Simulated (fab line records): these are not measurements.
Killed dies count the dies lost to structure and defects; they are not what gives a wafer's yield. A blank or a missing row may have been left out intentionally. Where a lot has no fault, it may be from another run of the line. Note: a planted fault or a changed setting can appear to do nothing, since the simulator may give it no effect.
Matching of chambers + flow n5_finfet + N5_BEOL_M3_PRE_CLEAN_60 on cvd_co-01: 3 sister chambers
The step time 15 s. 3 wafers are shown with their chamber, then 12 later ones without.

WAFERS WITH THEIR CHAMBER
| wafer  | chamber | heater_power_w (W) |
|--------|---------|--------------------|
| L085.1 | 2       | 100                |
| L089.4 | 0       | 100                |
| L089.6 | 1       | 77                 |

WAFERS MISSING THEIR CHAMBER
| wafer  | heater_power_w (W) |
|--------|--------------------|
| L093.1 | 102                |
| L093.2 | 77                 |
| L093.6 | 102                |
| L094.1 | 97                 |
| L094.4 | 100                |
| L094.5 | 98                 |
| L096.3 | 99                 |
| L096.4 | 99                 |
| L096.6 | 103                |
| L097.2 | 79                 |
| L097.3 | 98                 |
| L097.5 | 97                 |

WHICH CHAMBER EACH ONE RAN IN
| wafer  | from the rows above     | in truth |
|--------|-------------------------|----------|
| L093.1 | can't be placed: 0 or 2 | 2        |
| L093.2 | 1                       | 1        |
| L093.6 | can't be placed: 0 or 2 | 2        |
| L094.1 | can't be placed: 0 or 2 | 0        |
| L094.4 | can't be placed: 0 or 2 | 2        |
| L094.5 | can't be placed: 0 or 2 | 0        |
| L096.3 | can't be placed: 0 or 2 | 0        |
| L096.4 | can't be placed: 0 or 2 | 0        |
| L096.6 | can't be placed: 0 or 2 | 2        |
| L097.2 | 1                       | 1        |
| L097.3 | can't be placed: 0 or 2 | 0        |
| L097.5 | can't be placed: 0 or 2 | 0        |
Placed correctly: 2 of 12. From these rows, 10 cannot be placed; in 10 the true chamber is one of the candidates. Placed wrongly: 0.
How it was worked out, from the rows above alone: a wafer's distance from a chamber is the root of the sum, over the readings, of the square of ((its reading less the chamber's mean) divided by the reading's scatter). If the next closest chamber is less than 2 further off than the closest, the wafer can't be placed; otherwise it belongs to the closest. A chamber's mean is the mean of its shown wafers. The scatter: root of mean squared gap, hidden wafer to nearest shown wafer, with one shown wafer a chamber.
